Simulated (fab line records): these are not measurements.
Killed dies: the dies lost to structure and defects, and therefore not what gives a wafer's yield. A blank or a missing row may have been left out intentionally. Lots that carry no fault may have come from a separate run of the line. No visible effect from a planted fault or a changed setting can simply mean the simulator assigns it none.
fab line records -- flow n5_finfet
record: lots: 5, wafers: 15, last_day: 19
route steps=1938 shown FIN_SAQP@114 BEOL_M4@1111 PASSIVATION@1936
lots that met no fault: taken from a fault-free run of the same line
start_h: hours from the record's opening day to when the first of the lot's shown wafers began -- wait_h: hours elapsed since this lot's preceding step -- " repeats the value in the row above -- L1.1+2: a single row standing in for several wafers -- - either no value or no given start -- * or withheld: withheld -- < > ~ a bound
route shown NAME@n: names a module that has steps shown in the file, with the first one's number in the route -- usual: mean/standard deviation of fault-free wafers -- same: alike in all rows -- chamber/n: place in a boat -- sites: each site's reading -- _std_site: standard deviation across them -- _edge_site: the outer-site mean with the inner-site mean subtracted -- radius_mm: how far each site lies from the wafer's centre -- mask NAME#n: copy n -- behind: the most recent tool/chamber to have shaped the wafer -- hold: why the lot went on hold/how many hours it stayed there/how the hold came to an end -- device: whichever transistor did not switch (one of n, p or np) -- end of line: tests of these same wafers at the route's end -- where a step has no rows: the recipe by itself -- killed: dies that structure and defects cost at the first sort, which is not the same as the wafer's yield -- map: shows each die of a wafer: x if killed, . if not, _ if none is there
set.NAME: the run value of the setting; set.NAME@STEP: its run value at that earlier step -- model.NAME: the simulator's own value behind a step, which no gauge read
certain route steps with their lots: each step a table, each wafer a row
services: when a tool's chamber went out of use (start_h, in hours from the record's first day, below 0 if earlier), for how many hours, and the reason
== steps ==
step: N5_FIN_SAQP_DESCUM_21
recipe: chemistry: O2, time_s: 7.9, source_power_w: 50, bias_power_w: 20, pressure_mtorr: 20, rf_frequency_hz: 2.712e+07, temp_c: 40, resist: CAR-ArF, o2_flow_sccm: 225
step: N5_FIN_SAQP_ETCH_51
recipe: chemistry: CF4, target: SiARC, target_depth_a: 455, mask_material: CAR-ArF, time_s: 75.8, ion_energy_ev: 80, pressure_mtorr: 40, source_w: 545, bias_w: 36, Ar_flow_sccm: 100, cf4_flow_sccm: 100, ends: cleared
step: N5_FIN_SAQP_ETCH_52
recipe: chemistry: N2/H2, target: SOC, target_depth_a: 1000, overetch_a: 200, mask_material: SiARC, temp_c: 40, time_s: 150, ion_energy_ev: 200, pressure_mtorr: 30, source_w: 840, bias_w: 150, n2_flow_sccm: 200, h2_flow_sccm: 200, ends: end_point
step: N5_FIN_SAQP_STRIP_53
recipe: chemistry: N2/H2, temp_c: 40, n2_flow_sccm: 200, h2_flow_sccm: 200, rf_frequency_hz: 6e+07
step: N5_FIN_SAQP_HM_OPEN_73
recipe: chemistry: CHF3/O2, target: SiO2, stop_on: a-Si, target_depth_a: 120, over_etch_frac: 1.8, mask_material: SOC, time_s: 16.8, pressure_mtorr: 30, source_w: 650, bias_w: 170, Ar_flow_sccm: 200, CHF3_flow_sccm: 50, O2_flow_sccm: 5, ion_energy_ev: 200, ends: end_point
step: N5_FIN_SAQP_STRIP_74
recipe: chemistry: CHF3/O2, resist: SiARC, rf_frequency_hz: 6e+07
step: N5_FIN_SAQP_MANDREL_ETCH_22
recipe: target_depth_a: 600, chemistry: HBr/Cl2, target: a-Si, stop_on: SiNx, bt_time_s: 10, over_etch_frac: 0.5, time_s: 30, pressure_mtorr: 10, icp_w: 800, bias_w: 75, HBr_flow_sccm: 150, Cl2_flow_sccm: 80, ends: end_point
step: N5_FIN_SAQP_STRIP_55
recipe: chemistry: N2/H2, power_w: 500, temp_c: 40, pressure_mtorr: 50, rf_frequency_hz: 6e+07, overash_fraction: 0.3, bias_power_w: 28, h2_frac: 0.5, n2_flow_sccm: 300, h2_flow_sccm: 300
step: N5_FIN_SAQP_STRIP_23
recipe: chemistry: SPM, time_s: 750, temp_c: 130, h2so4_h2o2_vol_ratio: 4
step: N5_FIN_SAQP_SRD_66
recipe: dry: ipa_marangoni, time_s: 30, temp_c: 23, rinse_liquid: diw
step: N5_FIN_SAQP_RECESS_75
recipe: chemistry: HF/NH3, target: SiO2, target_depth_a: 144, afs_cycles: 3, temp_c: 30, sublimation_temp_c: 180, sublimation_time_s: 60
usual: afs_cycles: 3/0, drypump_motor_current_A: 5.5/0.39, foreline_p_Torr: 0.1280/0.0004
lot.wafer,tool,chamber,start_h,wait_h,afs_cycles,drypump_motor_current_A,foreline_p_Torr,model.SiO2_of_FIN_SAQP_HM_DEP_72.thk_nm
L809.2,vapor_etch-01,0,88.44,0.0,-,-,-,11.49
L809.3,vapor_etch-01,0,88.44,0.0,-,-,-,11.86
L809.5,vapor_etch-01,0,88.44,0.0,-,-,-,11.8
L810.1,vapor_etch-01,0,97.33,0.0,-,-,-,12.12
L810.3,vapor_etch-01,0,97.33,0.0,-,-,-,11.96
L810.6,vapor_etch-01,1,97.33,0.0,-,-,-,12.28
L811.3,vapor_etch-02,0,101.55,0.1,-,-,-,11.67
L811.4,vapor_etch-02,1,101.55,0.1,-,-,-,12.1
L811.6,vapor_etch-02,0,101.55,0.1,-,-,-,11.83
L814.1,vapor_etch-02,1,119.58,0.0,3,6.2,0.1279,0
L814.3,vapor_etch-02,1,119.58,0.0,3,6.2,0.1279,0
L814.5,vapor_etch-02,0,119.58,0.0,3,5.6,0.1281,0
L817.1,vapor_etch-01,1,138.49,0.0,3,5.2,0.1277,0
L817.3,vapor_etch-01,0,138.49,0.0,3,5.3,0.1271,0
L817.5,vapor_etch-01,1,138.49,0.0,3,5.2,0.1285,0
step: N5_FIN_SAQP_SPACER1_ALD_24
recipe: material: SiO2, target_thk_a: 203, temp_c: 300, ald_precursor_family: BDEAS, ald_co_reactant: O2-plasma, pulse_time_s: 1, purge_time_s: 2, co_reactant_purge_time_s: 2, ald_cycles: 218, pressure_torr: 2
step: N5_BEOL_M4_RC_MEAS_101
usual: DIBL_N: 36.0/1.7, DIBL_P: 36.2/1.9, IOFF_N: 0.154/0.028, IOFF_P: 0.21/0.036, ION_N: 675/11, ION_P: 463/8.3, SS_N: 71.4/0.63, SS_P: 73.2/0.55, VT_N: 250.2/3, VT_P: -251/3.7
lot.wafer,tool,chamber,start_h,wait_h,DIBL_N[mV/V],DIBL_P[mV/V],IOFF_N[nA/um],IOFF_P[nA/um],ION_N[uA/um],ION_P[uA/um],SS_N[mV/dec],SS_P[mV/dec],VT_N[mV],VT_P[mV]
L814.1,prober-01,0,315.85,0.0,35.0,34.9,0.141,0.18,681,463,70.7,73.4,251.4,-255
L814.3,prober-01,0,315.85,0.0,33.4,31.6,0.113,0.13,654,447,70.8,72.5,255.1,-259
L814.5,prober-01,0,315.85,0.0,34.1,33.8,0.128,0.16,668,450,71.2,73.2,254.9,-257
L817.1,prober-01,0,339.84,0.0,37.6,37.2,0.167,0.23,667,467,71.5,73.9,250.3,-249
L817.3,prober-01,0,339.84,0.0,35.0,34.2,0.129,0.19,669,456,70.8,72.8,252.8,-248
L817.5,prober-01,0,339.84,0.0,35.9,36.0,0.144,0.21,660,460,71.6,73.5,253.2,-248
step: N5_PASSIVATION_PROBE_49
usual: defect_limited_yield: 90.9/1.4, killed_at_M0_to_M3: 38/11, killed_at_M4_up: 13/5.9, killed_at_contacts: 14/6.4, killed_at_front_end: 38/11, killed_at_other: 3.3/2.5, killed_dies: 107/16, killed_on_rim: 14/3.6, killed_open: 70/12, killed_short: 35/7.7, sort_bin_5_function: 5.3/0.94, sort_bin_6_memory: 3.5/0.7, sort_n_pass: 1073/16, sort_yield_pct: 90.9/1.4
same: gross_dies: 1180, killed_at_back_side: 0, sort_bin_4_leakage[%]: 0, sort_bin_8_speed[%]: 0
lot.wafer,tool,chamber,start_h,wait_h,defect_limited_yield[%],killed_at_M0_to_M3,killed_at_M4_up,killed_at_contacts,killed_at_front_end,killed_at_other,killed_dies,killed_on_rim,killed_open,killed_short,sort_bin_5_function[%],sort_bin_6_memory[%],sort_n_pass,sort_yield_pct[%]
L809.2,prober-01,-,407.08,0.1,0,50,19,22,1089,0,1180,152,70,39,96.5,3.1,0,0
L809.3,prober-01,-,407.13,0.1,0,39,25,18,1097,1,1180,152,79,33,96.1,3.7,0,0
L809.5,prober-01,-,407.23,0.2,0,36,15,14,1109,6,1180,152,67,47,96.8,2.8,0,0
L810.1,prober-01,-,414.23,0.0,0,42,14,5,1111,8,1180,152,67,44,96.1,3.5,0,0
L810.3,prober-01,-,414.33,0.1,0,19,10,16,1130,5,1180,152,62,27,96.1,3.6,0,0
L810.6,prober-01,-,414.48,0.3,0,48,14,18,1100,0,1180,152,83,36,95.9,3.6,0,0
L811.3,prober-02,-,414.74,0.1,0,29,8,3,1138,2,1180,152,55,39,96.2,3.6,0,0
L811.4,prober-02,-,414.79,0.2,0,28,12,5,1134,1,1180,152,63,39,96.0,3.5,0,0
L811.6,prober-02,-,414.89,0.3,0,41,11,12,1114,2,1180,152,67,47,96.6,2.9,0,0
killed by level:class
L809.2 FIN_SAQP:area_recess=1071 MOL_CONTACT_COAG:geometric_particle:open=20 BEOL_M0_SAQP:geometric_particle:short=12 BEOL_M1:geometric_particle:open=9 BEOL_M2:geometric_particle:open=9 BEOL_M4:geometric_particle:open=9 BEOL_M3:geometric_particle:short=7 BEOL_M3:geometric_particle:open=5
L809.3 FIN_SAQP:area_recess=1068 MOL_CONTACT_COAG:geometric_particle:open=14 BEOL_M4:geometric_particle:open=14 FIN_SAQP:geometric_particle:open=9 BEOL_M2:geometric_particle:open=9 BEOL_M3:geometric_particle:open=7 BEOL_M0_SAQP:geometric_particle:short=5 FIN_SAQP:geometric_particle:short=4
L809.5 FIN_SAQP:area_recess=1066 BEOL_M3:geometric_particle:open=13 MOL_CONTACT_COAG:geometric_particle:open=11 BEOL_M4:geometric_particle:open=11 FIN_SAQP:geometric_particle:short=8 GATE_CUT:geometric_particle:short=7 FIN_SAQP:geometric_particle:open=5 BEOL_M3:geometric_particle:short=5
L810.1 FIN_SAQP:area_recess=1063 BEOL_M0_SAQP:geometric_particle:open=14 BEOL_M0_SAQP:geometric_particle:short=13 STI_FIN_REVEAL:geometric_particle:open=11 FIN_SAQP:geometric_particle:open=8 BEOL_M2:geometric_particle:open=6 GATE_CUT:geometric_particle:short=6 DUMMY_GATE:geometric_particle:open=5
L810.3 FIN_SAQP:area_recess=1086 MOL_CONTACT_COAG:geometric_particle:open=14 FIN_SAQP:geometric_particle:open=11 DUMMY_GATE:geometric_particle:open=6 STI_FIN_REVEAL:geometric_particle:open=5 BEOL_M0_SAQP:geometric_particle:short=5 BEOL_M0_SAQP:geometric_particle:open=5 STARTING-WAFER:geometric_particle:open=5
L810.6 FIN_SAQP:area_recess=1058 MOL_CONTACT_COAG:geometric_particle:open=16 BEOL_M0_SAQP:geometric_particle:open=13 BEOL_M0_SAQP:geometric_particle:short=11 DUMMY_GATE:geometric_particle:open=9 FIN_SAQP:geometric_particle:short=8 FIN_SAQP:geometric_particle:open=7 BEOL_M1:geometric_particle:open=7
L811.3 FIN_SAQP:area_recess=1086 FIN_SAQP:geometric_particle:open=12 BEOL_M0_SAQP:geometric_particle:open=11 FIN_SAQP:geometric_particle:short=10 GATE_CUT:geometric_particle:short=8 GATE_CUT:geometric_particle:open=5 BEOL_M0_SAQP:geometric_particle:short=5 BEOL_M1:geometric_particle:open=5
L811.4 FIN_SAQP:area_recess=1078 FIN_SAQP:geometric_particle:open=14 FIN_SAQP:geometric_particle:short=12 STI_FIN_REVEAL:geometric_particle:open=10 BEOL_M0_SAQP:geometric_particle:short=8 BEOL_M3:geometric_particle:open=8 BEOL_M0_SAQP:geometric_particle:open=7 DUMMY_GATE:geometric_particle:open=6
L811.6 FIN_SAQP:area_recess=1066 BEOL_M0_SAQP:geometric_particle:short=16 STI_FIN_REVEAL:geometric_particle:open=14 FIN_SAQP:geometric_particle:short=10 MOL_CONTACT_COAG:geometric_particle:open=8 BEOL_M0_SAQP:geometric_particle:open=8 FIN_SAQP:geometric_particle:open=6 DUMMY_GATE:geometric_particle:open=6
map L809.2 (x killed, . not)
_________________xxxxxxxxxxxx________________
______________xxxxxxxxxxxxxxxxxx_____________
___________xxxxxxxxxxxxxxxxxxxxxxxx__________
__________xxxxxxxxxxxxxxxxxxxxxxxxxx_________
________xxxxxxxxxxxxxxxxxxxxxxxxxxxxxx_______
_______xxxxxxxxxxxxxxxxxxxxxxxxxxxxxxxx______
______xxxxxxxxxxxxxxxxxxxxxxxxxxxxxxxxxx_____
_____xxxxxxxxxxxxxxxxxxxxxxxxxxxxxxxxxxxx____
____xxxxxxxxxxxxxxxxxxxxxxxxxxxxxxxxxxxxxx___
___xxxxxxxxxxxxxxxxxxxxxxxxxxxxxxxxxxxxxxxx__
___xxxxxxxxxxxxxxxxxxxxxxxxxxxxxxxxxxxxxxxx__
__xxxxxxxxxxxxxxxxxxxxxxxxxxxxxxxxxxxxxxxxxx_
__xxxxxxxxxxxxxxxxxxxxxxxxxxxxxxxxxxxxxxxxxx_
_xxxxxxxxxxxxxxxxxxxxxxxxxxxxxxxxxxxxxxxxxxxx
_xxxxxxxxxxxxxxxxxxxxxxxxxxxxxxxxxxxxxxxxxxxx
_xxxxxxxxxxxxxxxxxxxxxxxxxxxxxxxxxxxxxxxxxxxx
_xxxxxxxxxxxxxxxxxxxxxxxxxxxxxxxxxxxxxxxxxxxx
_xxxxxxxxxxxxxxxxxxxxxxxxxxxxxxxxxxxxxxxxxxxx
_xxxxxxxxxxxxxxxxxxxxxxxxxxxxxxxxxxxxxxxxxxxx
_xxxxxxxxxxxxxxxxxxxxxxxxxxxxxxxxxxxxxxxxxxxx
_xxxxxxxxxxxxxxxxxxxxxxxxxxxxxxxxxxxxxxxxxxxx
__xxxxxxxxxxxxxxxxxxxxxxxxxxxxxxxxxxxxxxxxxx_
__xxxxxxxxxxxxxxxxxxxxxxxxxxxxxxxxxxxxxxxxxx_
___xxxxxxxxxxxxxxxxxxxxxxxxxxxxxxxxxxxxxxxx__
___xxxxxxxxxxxxxxxxxxxxxxxxxxxxxxxxxxxxxxxx__
____xxxxxxxxxxxxxxxxxxxxxxxxxxxxxxxxxxxxxx___
_____xxxxxxxxxxxxxxxxxxxxxxxxxxxxxxxxxxxx____
______xxxxxxxxxxxxxxxxxxxxxxxxxxxxxxxxxx_____
_______xxxxxxxxxxxxxxxxxxxxxxxxxxxxxxxx______
________xxxxxxxxxxxxxxxxxxxxxxxxxxxxxx_______
__________xxxxxxxxxxxxxxxxxxxxxxxxxx_________
___________xxxxxxxxxxxxxxxxxxxxxxxx__________
______________xxxxxxxxxxxxxxxxxx_____________
_________________xxxxxxxxxxxx________________
map L810.1 (x killed, . not)
_________________xxxxxxxxxxxx________________
______________xxxxxxxxxxxxxxxxxx_____________
___________xxxxxxxxxxxxxxxxxxxxxxxx__________
__________xxxxxxxxxxxxxxxxxxxxxxxxxx_________
________xxxxxxxxxxxxxxxxxxxxxxxxxxxxxx_______
_______xxxxxxxxxxxxxxxxxxxxxxxxxxxxxxxx______
______xxxxxxxxxxxxxxxxxxxxxxxxxxxxxxxxxx_____
_____xxxxxxxxxxxxxxxxxxxxxxxxxxxxxxxxxxxx____
____xxxxxxxxxxxxxxxxxxxxxxxxxxxxxxxxxxxxxx___
___xxxxxxxxxxxxxxxxxxxxxxxxxxxxxxxxxxxxxxxx__
___xxxxxxxxxxxxxxxxxxxxxxxxxxxxxxxxxxxxxxxx__
__xxxxxxxxxxxxxxxxxxxxxxxxxxxxxxxxxxxxxxxxxx_
__xxxxxxxxxxxxxxxxxxxxxxxxxxxxxxxxxxxxxxxxxx_
_xxxxxxxxxxxxxxxxxxxxxxxxxxxxxxxxxxxxxxxxxxxx
_xxxxxxxxxxxxxxxxxxxxxxxxxxxxxxxxxxxxxxxxxxxx
_xxxxxxxxxxxxxxxxxxxxxxxxxxxxxxxxxxxxxxxxxxxx
_xxxxxxxxxxxxxxxxxxxxxxxxxxxxxxxxxxxxxxxxxxxx
_xxxxxxxxxxxxxxxxxxxxxxxxxxxxxxxxxxxxxxxxxxxx
_xxxxxxxxxxxxxxxxxxxxxxxxxxxxxxxxxxxxxxxxxxxx
_xxxxxxxxxxxxxxxxxxxxxxxxxxxxxxxxxxxxxxxxxxxx
_xxxxxxxxxxxxxxxxxxxxxxxxxxxxxxxxxxxxxxxxxxxx
__xxxxxxxxxxxxxxxxxxxxxxxxxxxxxxxxxxxxxxxxxx_
__xxxxxxxxxxxxxxxxxxxxxxxxxxxxxxxxxxxxxxxxxx_
___xxxxxxxxxxxxxxxxxxxxxxxxxxxxxxxxxxxxxxxx__
___xxxxxxxxxxxxxxxxxxxxxxxxxxxxxxxxxxxxxxxx__
____xxxxxxxxxxxxxxxxxxxxxxxxxxxxxxxxxxxxxx___
_____xxxxxxxxxxxxxxxxxxxxxxxxxxxxxxxxxxxx____
______xxxxxxxxxxxxxxxxxxxxxxxxxxxxxxxxxx_____
_______xxxxxxxxxxxxxxxxxxxxxxxxxxxxxxxx______
________xxxxxxxxxxxxxxxxxxxxxxxxxxxxxx_______
__________xxxxxxxxxxxxxxxxxxxxxxxxxx_________
___________xxxxxxxxxxxxxxxxxxxxxxxx__________
______________xxxxxxxxxxxxxxxxxx_____________
_________________xxxxxxxxxxxx________________
== services ==
tool,chamber,start_h,hours,kind
vapor_etch-02,-,118.34,0.1,repair
== key ==
first_sign: step: N5_FIN_SAQP_RECESS_75, reading: tool_record, direction: missing
effect: step: N5_PASSIVATION_PROBE_49, reading: killed_at_front_end, direction: up, sigmas: 99+, usual: 38, struck: 1114
model_effect: step: N5_FIN_SAQP_RECESS_75, value: SiO2_of_FIN_SAQP_HM_DEP_72.thk_nm, without: 0, struck: 11.9
more_kills_born_at: N5_FIN_SAQP_RECESS_75@vapor_etch-01: 6412, N5_FIN_SAQP_RECESS_75@vapor_etch-02: 3230
met_at N5_FIN_SAQP_RECESS_75
struck_wafers L809.2,L809.3,L809.5,L810.1,L810.3,L810.6,L811.3,L811.4,L811.6
later_rows_left_out L809.2,L809.3,L809.5,L810.1,L810.3,L810.6,L811.3,L811.4,L811.6
fault: kind: skipped_step_whole, tool: vapor_etch-01,vapor_etch-02, chamber: -, onset_h: 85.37, steps: N5_FIN_SAQP_RECESS_75, scope: struck_lots_only
later_rows_left_out: the simulator's readings of these wafers behind a module that went badly wrong aren't trusted and aren't shown, but for the sort
